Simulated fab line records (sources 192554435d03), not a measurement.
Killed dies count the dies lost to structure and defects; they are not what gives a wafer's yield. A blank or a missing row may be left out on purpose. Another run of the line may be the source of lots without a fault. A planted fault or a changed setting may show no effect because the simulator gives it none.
fab line records    flow n5-finfet    part 1 of 2: steps 1 to 3 of 6
[record] lots = 24  wafers = 72  last-day = 17
route steps=1938 shown BEOL_M9@1417 BEOL_M10@1470
lots that met no fault: taken from a fault-free run of the same line
start-h: hours from the record's first day to the start of the lot's first wafer shown    wait-h: hours from the lot's prior step to this one    " same as the row above    L1.1+2: a row that stands for several wafers    - either no value or no given start    * or withheld: withheld    < > ~ a bound
route shown NAME@n: a module of which the file shows steps, and the number in the route of the first    usual: mean and standard deviation over wafers with no fault    same: alike in all rows    chamber/n: place in a boat    sites: each site's reading    _std_site: how widely they spread, as a standard deviation    _edge_site: the outer-site mean with the inner-site mean subtracted    radius-mm: for every site, how far away it sits from the centre of the wafer    mask NAME#n: copy n    behind: the tool/chamber that last shaped the wafer    hold: why the lot went on hold/how many hours it stayed there/how the hold came to an end    device: whichever transistor did not switch (one of n, p or np)    end of line: tests run on the same wafers once the route is complete    a step given without rows: its recipe and nothing more    killed: at the first sort, the dies lost to defects and structure; wafer yield is something else    map: a wafer's dies, marking killed ones x, the rest . and places with no die _
set.NAME: the setting that was run; set.NAME@STEP: the one run at that earlier step    model.NAME: the simulator's own value behind a step, which no gauge read
the route's steps for a sample of lots (tables are steps, rows are wafers)
services: the hour from which a tool's chamber was out of use, counted from the record's first day as start-h (under 0 if before that day), plus the number of hours and why
[[steps]]
[step N5_BEOL_M9_DESCUM_16]
[recipe] chemistry = O2  time-s = 7.9  source-power-w = 50  bias-power-w = 20  pressure-mtorr = 20  rf-frequency-hz = 2.712e+07  temp-c = 40  resist = CAR-ArF  o2-flow-sccm = 225
[usual] bias-power-w = 20.00/0.058  drypump-motor-current-A = 5.6/0.51  oes-product-au = 0.80/0.073  rf-vpp-V = 243.5/1.3  showerhead-plenum-p-Torr = 2.11/0.063  throttle-valve-pct = 20.35/0.18
lot.wafer  tool         chamber  start-h  wait-h  bias-power-w  drypump-motor-current-A  oes-product-au  rf-hours-counter-h  rf-vpp-V  showerhead-plenum-p-Torr  throttle-valve-pct
L074.2     rie-diel-01  3        209.29   0.1     19.99         5.5                      0.87            42                  243.1     2.13                      20.34
L074.3     "            0        "        "       19.93         5.8                      0.84            55                  245.0     2.22                      20.57
L074.4     "            2        "        "       20.06         4.9                      0.83            87                  242.1     2.03                      20.17
L075.1     rie-diel-02  3        224.69   0.0     19.94         4.9                      0.69            248                 244.1     2.14                      20.59
L075.4     "            0        "        "       19.90         6.1                      0.75            -                   244.1     2.17                      20.04
L075.5     "            3        "        "       20.06         4.9                      0.69            -                   244.2     2.14                      20.59
L077.2     rie-diel-02  3        228.69   0.0     19.97         4.9                      0.69            249                 244.5     2.14                      20.59
L077.3     "            0        "        "       20.01         6.1                      0.76            157                 245.7     2.17                      20.04
L077.4     "            2        "        "       19.89         5.0                      0.79            -                   243.2     2.02                      20.44
L076.3     rie-diel-03  1        228.83   0.1     19.97         6.7                      0.72            215                 244.4     2.15                      20.48
L076.5     "            0        "        "       19.97         5.7                      0.91            -                   241.4     2.05                      19.94
L076.6     "            1        "        "       19.98         6.7                      0.71            -                   242.7     2.15                      20.46
L079.1     rie-diel-01  2        228.85   0.1     19.90         4.9                      0.82            94                  243.6     2.03                      20.17
L079.4     "            3        "        "       20.01         5.5                      0.86            49                  242.9     2.13                      20.37
L079.6     "            1        "        "       20.01         5.7                      0.76            -                   243.2     2.10                      20.39
L078.1     rie-diel-02  0        231.39   0.0     19.97         6.1                      0.74            158                 244.9     2.17                      20.06
L078.4     "            0        "        "       19.93         6.1                      0.74            -                   244.0     2.17                      20.02
L078.5     "            2        "        "       20.04         5.1                      0.79            -                   242.3     2.02                      20.46
L080.3     rie-diel-03  1        245.99   0.0     19.99         6.6                      0.72            221                 244.5     2.15                      20.49
L080.4     "            3        "        "       19.90         5.8                      0.88            -                   243.3     2.13                      20.34
L080.5     "            1        "        "       19.98         6.6                      0.72            -                   244.3     2.15                      20.49
L082.1     rie-diel-02  1        255.49   0.0     20.01         5.8                      0.97            6                   244.2     2.05                      20.46
L082.4     "            2        "        "       20.02         5.1                      0.79            107                 241.9     2.02                      20.48
L082.6     "            1        "        "       19.98         5.8                      0.98            -                   241.7     2.05                      20.45
L081.3     rie-diel-01  3        256.17   0.1     19.98         5.5                      0.86            57                  244.3     2.13                      20.38
L081.5     "            0        "        "       20.05         5.8                      0.83            -                   244.2     2.21                      20.57
L081.6     "            1        "        "       19.98         5.7                      0.75            -                   244.0     2.09                      20.38
L083.1     rie-diel-02  0        265.04   0.1     19.99         6.1                      0.74            169                 243.3     2.17                      20.07
L083.4     "            2        "        "       19.99         5.0                      0.78            -                   241.0     2.02                      20.49
L083.5     "            1        "        "       20.09         5.8                      0.96            -                   242.6     2.05                      20.48
L085.3     rie-diel-03  2        276.79   0.0     19.99         6.4                      0.84            66                  245.5     2.21                      20.23
L085.5     "            1        "        "       19.97         6.6                      0.71            -                   244.3     2.15                      20.49
L085.6     "            0        "        "       19.95         5.7                      0.89            -                   243.2     2.05                      19.97
L086.1     rie-diel-03  0        286.03   0.0     20.03         5.6                      0.89            47                  243.0     2.05                      19.96
L086.5     "            2        "        "       20.01         6.4                      0.83            -                   244.3     2.20                      20.25
L086.6     "            1        "        "       19.96         6.6                      0.70            -                   244.1     2.14                      20.51
L084.1     rie-diel-02  0        288.64   0.0     20.03         6.1                      0.73            179                 244.7     2.16                      20.08
L084.2     "            3        "        "       20.00         4.9                      0.95            1                   243.9     2.14                      20.26
L084.6     "            0        "        "       20.09         6.1                      0.73            -                   245.0     2.16                      20.09
L088.2     rie-diel-01  2        292.67   0.0     19.94         4.9                      0.80            115                 242.7     2.02                      20.20
L088.5     "            3        "        "       19.90         5.5                      0.85            -                   243.9     2.12                      20.41
L088.6     "            0        "        "       19.93         5.8                      0.81            -                   244.4     2.21                      20.60
L087.1     rie-diel-02  1        297.65   0.0     19.99         5.8                      0.92            22                  242.7     2.04                      20.48
L087.2     "            2        "        "       19.96         5.0                      0.78            119                 242.8     2.02                      20.49
L087.3     "            3        "        "       20.13         4.9                      0.95            4                   244.1     2.13                      20.24
L089.1     rie-diel-02  1        300.19   0.0     20.00         5.8                      0.92            23                  242.2     2.04                      20.50
L089.4     "            3        "        "       19.93         4.9                      0.96            4                   243.7     2.13                      20.24
L089.6     "            1        "        "       20.00         5.8                      0.92            -                   243.4     2.04                      20.49
L091.1     rie-diel-01  2        304.29   0.0     19.91         4.9                      0.79            118                 242.0     2.02                      20.19
L091.2     "            3        "        "       19.99         5.5                      0.84            72                  244.0     2.12                      20.41
L091.3     "            1        "        "       20.05         5.7                      0.74            175                 243.0     2.09                      20.43
L090.2     rie-diel-01  1        307.30   0.1     20.14         5.7                      0.75            176                 242.9     2.09                      20.40
L090.3     "            3        "        "       20.02         5.5                      0.83            -                   242.9     2.12                      20.43
L090.6     "            3        "        "       20.01         5.5                      0.84            -                   243.6     2.12                      20.41
L093.1     rie-diel-02  1        317.99   0.2     20.00         5.8                      0.90            28                  241.4     2.04                      20.48
L093.5     "            0        "        "       20.00         6.1                      0.72            -                   244.0     2.16                      20.08
L093.6     "            3        "        "       19.94         4.9                      0.93            -                   244.7     2.13                      20.26
L092.2     rie-diel-03  0        327.06   0.2     20.06         5.7                      0.87            58                  241.3     2.04                      19.99
L092.4     "            1        "        "       19.91         6.6                      0.70            247                 243.2     2.14                      20.52
L092.5     "            1        "        "       19.91         6.6                      0.70            -                   245.7     2.14                      20.52
L094.1     rie-diel-01  3        341.51   1.0     20.04         5.5                      0.82            85                  243.0     2.12                      20.43
L094.3     "            0        "        "       20.02         5.8                      0.79            92                  244.8     2.21                      20.61
L094.4     "            2        "        "       19.90         4.9                      0.78            128                 241.7     2.01                      20.23
L095.2     rie-diel-01  2        343.54   0.3     20.03         4.8                      0.79            129                 241.7     2.01                      20.21
L095.4     "            3        "        "       20.01         5.5                      0.83            86                  242.9     2.12                      20.43
L095.5     "            3        "        "       20.00         5.5                      0.83            -                   242.5     2.12                      20.43
L096.1     rie-diel-01  1        348.21   0.8     19.89         5.7                      0.73            190                 243.5     2.08                      20.45
L096.3     "            3        "        "       20.06         5.5                      0.82            87                  244.5     2.12                      20.44
L096.6     "            1        "        "       19.99         5.7                      0.72            -                   243.2     2.08                      20.44
L097.3     rie-diel-01  3        355.78   0.0     20.06         5.5                      0.82            90                  242.7     2.12                      20.43
L097.4     "            0        "        "       20.03         5.8                      0.79            97                  246.2     2.20                      20.62
L097.6     "            1        "        "       20.11         5.7                      0.74            -                   242.1     2.08                      20.43
[step N5_BEOL_M9_INSPECT_30]
[recipe] mode = adi  inspect-instrument = brightfield
[usual] raw-defect-count = 411/98
lot.wafer  tool               chamber  start-h  wait-h  raw-defect-count
L074.2     defect-inspect-01  -        210.17   0.0     443
L074.3     "                  -        "        "       397
L074.4     "                  -        "        "       309
L075.1     defect-inspect-02  -        227.31   0.1     397
L075.4     "                  -        "        "       321
L075.5     "                  -        "        "       366
L077.2     defect-inspect-01  -        229.54   0.0     503
L077.3     "                  -        "        "       493
L077.4     "                  -        "        "       325
L076.3     defect-inspect-01  -        229.70   0.0     485
L076.5     "                  -        "        "       577
L076.6     "                  -        "        "       566
L079.1     defect-inspect-01  -        229.74   0.1     304
L079.4     "                  -        "        "       328
L079.6     "                  -        "        "       211
L078.1     defect-inspect-01  -        232.44   0.1     378
L078.4     "                  -        "        "       321
L078.5     "                  -        "        "       351
L080.3     defect-inspect-01  -        248.46   0.0     317
L080.4     "                  -        "        "       386
L080.5     "                  -        "        "       349
L082.1     defect-inspect-01  -        256.53   0.1     460
L082.4     "                  -        "        "       355
L082.6     "                  -        "        "       447
L081.3     defect-inspect-01  -        259.66   0.0     493
L081.5     "                  -        "        "       377
L081.6     "                  -        "        "       492
L083.1     defect-inspect-01  -        265.94   0.1     466
L083.4     "                  -        "        "       452
L083.5     "                  -        "        "       465
L085.3     defect-inspect-01  -        278.38   0.0     365
L085.5     "                  -        "        "       397
L085.6     "                  -        "        "       419
L086.1     defect-inspect-02  -        287.22   0.1     344
L086.5     "                  -        "        "       435
L086.6     "                  -        "        "       579
L084.1     defect-inspect-01  -        291.50   0.1     371
L084.2     "                  -        "        "       404
L084.6     "                  -        "        "       315
L088.2     defect-inspect-01  -        293.73   0.0     449
L088.5     "                  -        "        "       403
L088.6     "                  -        "        "       472
L087.1     defect-inspect-01  -        300.06   0.1     512
L087.2     "                  -        "        "       434
L087.3     "                  -        "        "       485
L089.1     defect-inspect-01  -        301.85   0.1     482
L089.4     "                  -        "        "       337
L089.6     "                  -        "        "       250
L091.1     defect-inspect-02  -        306.66   0.1     350
L091.2     "                  -        "        "       455
L091.3     "                  -        "        "       302
L090.2     defect-inspect-01  -        308.48   0.0     686
L090.3     "                  -        "        "       422
L090.6     "                  -        "        "       324
L093.1     defect-inspect-01  -        319.66   0.1     432
L093.5     "                  -        "        "       413
L093.6     "                  -        "        "       506
L092.2     defect-inspect-02  -        329.47   0.0     463
L092.4     "                  -        "        "       532
L092.5     "                  -        "        "       517
L094.1     defect-inspect-02  -        342.45   0.1     216
L094.3     "                  -        "        "       321
L094.4     "                  -        "        "       195
L095.2     defect-inspect-01  -        345.01   0.0     570
L095.4     "                  -        "        "       443
L095.5     "                  -        "        "       444
L096.1     defect-inspect-02  -        349.09   0.1     380
L096.3     "                  -        "        "       507
L096.6     "                  -        "        "       410
L097.3     defect-inspect-01  -        356.72   0.0     370
L097.4     "                  -        "        "       417
L097.6     "                  -        "        "       499
[step N5_BEOL_M9_DESCUM_33]
[recipe] chemistry = O2  time-s = 7  source-power-w = 50  bias-power-w = 20  pressure-mtorr = 20  rf-frequency-hz = 2.712e+07  temp-c = 40  resist = CAR-EUV  o2-flow-sccm = 225
[usual] bias-power-w = 20.00/0.061  drypump-motor-current-A = 5.6/0.5  oes-product-au = 0.81/0.064  rf-vpp-V = 243.4/1.3  showerhead-plenum-p-Torr = 2.11/0.063  throttle-valve-pct = 20.34/0.18
lot.wafer  tool         chamber  start-h  wait-h  bias-power-w  drypump-motor-current-A  oes-product-au  rf-hours-counter-h  rf-vpp-V  showerhead-plenum-p-Torr  throttle-valve-pct
L074.2     rie-diel-01  0        210.60   0.4     20.04         5.8                      0.83            56                  246.8     2.22                      20.56
L074.3     "            3        "        "       20.01         5.5                      0.87            43                  243.8     2.13                      20.37
L074.4     "            2        "        "       20.03         4.8                      0.83            88                  243.3     2.03                      20.15
L075.1     rie-diel-01  1        227.35   0.0     19.95         5.7                      0.76            150                 242.4     2.10                      20.40
L075.4     "            3        "        "       19.99         5.5                      0.87            48                  243.3     2.13                      20.37
L075.5     "            3        "        "       20.00         5.5                      0.87            -                   244.8     2.13                      20.36
L077.2     rie-diel-03  3        229.58   0.0     20.09         5.7                      0.87            40                  244.6     2.13                      20.33
L077.3     "            1        "        "       19.98         6.6                      0.72            215                 243.9     2.15                      20.48
L077.4     "            0        "        "       20.10         5.7                      0.90            -                   244.2     2.05                      19.94
L076.3     rie-diel-03  1        230.00   0.3     20.07         6.6                      0.72            215                 243.6     2.15                      20.48
L076.5     "            3        "        "       20.05         5.8                      0.88            -                   243.9     2.13                      20.33
L076.6     "            1        "        "       20.04         6.6                      0.72            -                   244.9     2.15                      20.48
L079.1     rie-diel-01  0        230.06   0.3     19.92         5.8                      0.84            62                  245.5     2.22                      20.56
L079.4     "            1        "        "       19.96         5.7                      0.76            150                 242.6     2.10                      20.38
L079.6     "            1        "        "       19.93         5.7                      0.76            -                   243.4     2.10                      20.37
L078.1     rie-diel-03  3        232.47   0.0     19.98         5.7                      0.89            41                  244.2     2.13                      20.33
L078.4     "            0        "        "       20.06         5.6                      0.91            -                   241.7     2.05                      19.95
L078.5     "            1        "        "       19.95         6.6                      0.72            -                   244.5     2.15                      20.48
L080.3     rie-diel-03  3        248.78   0.3     19.86         5.8                      0.87            47                  243.2     2.13                      20.35
L080.4     "            1        "        "       20.09         6.6                      0.72            -                   243.2     2.15                      20.48
L080.5     "            3        "        "       19.96         5.7                      0.88            -                   242.9     2.13                      20.34
L082.1     rie-diel-01  2        256.59   0.1     19.99         4.9                      0.81            103                 241.2     2.02                      20.20
L082.4     "            3        "        "       19.98         5.5                      0.87            58                  243.1     2.13                      20.39
L082.6     "            1        "        "       20.08         5.7                      0.76            -                   242.0     2.09                      20.41
L081.3     rie-diel-03  2        259.69   0.0     20.01         6.4                      0.85            60                  245.0     2.21                      20.22
L081.5     "            2        "        "       19.95         6.4                      0.86            -                   245.4     2.21                      20.21
L081.6     "            1        "        "       19.95         6.6                      0.71            -                   243.5     2.15                      20.49
L083.1     rie-diel-01  1        265.97   0.0     19.86         5.7                      0.76            162                 243.7     2.09                      20.40
L083.4     "            0        "        "       19.93         5.8                      0.82            73                  244.6     2.21                      20.60
L083.5     "            3        "        "       19.94         5.5                      0.86            -                   244.8     2.13                      20.38
L085.3     rie-diel-02  1        278.41   0.0     19.96         5.8                      0.94            15                  243.3     2.05                      20.48
L085.5     "            2        "        "       20.06         5.1                      0.77            -                   242.4     2.02                      20.49
L085.6     "            1        "        "       19.99         5.8                      0.94            -                   243.0     2.05                      20.47
L086.1     rie-diel-01  2        287.27   0.0     20.05         4.9                      0.80            113                 242.3     2.02                      20.21
L086.5     "            1        "        "       20.03         5.7                      0.75            -                   242.6     2.09                      20.41
L086.6     "            2        "        "       19.98         4.9                      0.80            -                   241.7     2.02                      20.22
L084.1     rie-diel-01  0        291.53   0.0     19.98         5.8                      0.80            81                  246.0     2.21                      20.59
L084.2     "            2        "        "       19.96         4.8                      0.80            114                 242.1     2.02                      20.21
L084.6     "            2        "        "       20.00         4.8                      0.80            -                   244.0     2.02                      20.21
L088.2     rie-diel-01  3        293.76   0.0     19.91         5.5                      0.85            69                  242.8     2.12                      20.41
L088.5     "            0        "        "       19.94         5.8                      0.81            -                   245.1     2.21                      20.59
L088.6     "            1        "        "       19.94         5.7                      0.74            -                   242.5     2.09                      20.43
L087.1     rie-diel-03  0        300.10   0.0     19.98         5.6                      0.87            51                  243.0     2.05                      19.98
L087.2     "            1        "        "       19.89         6.6                      0.70            239                 244.1     2.14                      20.52
L087.3     "            3        "        "       20.02         5.8                      0.85            63                  242.4     2.13                      20.38
L089.1     rie-diel-01  1        301.88   0.0     19.94         5.7                      0.75            174                 242.8     2.09                      20.41
L089.4     "            1        "        "       20.00         5.7                      0.74            -                   243.0     2.09                      20.44
L089.6     "            3        "        "       19.94         5.5                      0.85            -                   242.8     2.12                      20.42
L091.1     rie-diel-02  1        306.77   0.1     20.00         5.8                      0.91            25                  242.9     2.04                      20.49
L091.2     "            0        "        "       20.05         6.1                      0.73            186                 244.8     2.16                      20.07
L091.3     "            2        "        "       20.10         5.1                      0.77            121                 240.7     2.02                      20.50
L090.2     rie-diel-03  3        308.52   0.0     20.02         5.7                      0.84            65                  243.4     2.13                      20.38
L090.3     "            1        "        "       20.06         6.6                      0.70            242                 244.0     2.14                      20.50
L090.6     "            0        "        "       20.07         5.7                      0.88            -                   242.3     2.05                      19.96
L093.1     rie-diel-02  1        319.70   0.0     20.07         5.8                      0.90            28                  242.5     2.04                      20.50
L093.5     "            3        "        "       19.93         4.9                      0.93            -                   243.6     2.13                      20.25
L093.6     "            0        "        "       19.91         6.1                      0.73            -                   243.8     2.16                      20.09
L092.2     rie-diel-01  0        329.50   0.0     19.96         5.8                      0.79            87                  245.1     2.21                      20.60
L092.4     "            2        "        "       20.02         4.9                      0.78            124                 242.9     2.02                      20.22
L092.5     "            1        "        "       20.02         5.6                      0.74            -                   244.3     2.08                      20.43
L094.1     rie-diel-02  1        342.51   0.1     20.00         5.8                      0.90            35                  242.2     2.04                      20.52
L094.3     "            0        "        "       19.94         6.1                      0.72            196                 245.3     2.16                      20.10
L094.4     "            2        "        "       19.90         5.1                      0.77            129                 241.7     2.01                      20.52
L095.2     rie-diel-01  3        345.04   0.0     20.04         5.5                      0.83            86                  242.6     2.12                      20.42
L095.4     "            1        "        "       19.96         5.7                      0.73            189                 243.9     2.08                      20.43
L095.5     "            1        "        "       19.98         5.7                      0.74            -                   245.7     2.08                      20.45
L096.1     rie-diel-02  2        349.59   0.5     20.03         5.1                      0.77            132                 242.4     2.01                      20.52
L096.3     "            0        "        "       20.13         6.1                      0.72            199                 244.9     2.16                      20.10
L096.6     "            2        "        "       20.05         5.1                      0.77            -                   241.8     2.01                      20.52
L097.3     rie-diel-03  3        356.77   0.0     19.98         5.7                      0.83            -                   242.7     2.12                      20.40
L097.4     "            0        "        "       19.95         5.7                      0.86            -                   241.9     2.04                      20.00
L097.6     "            0        "        "       20.02         5.7                      0.85            -                   242.1     2.04                      19.99
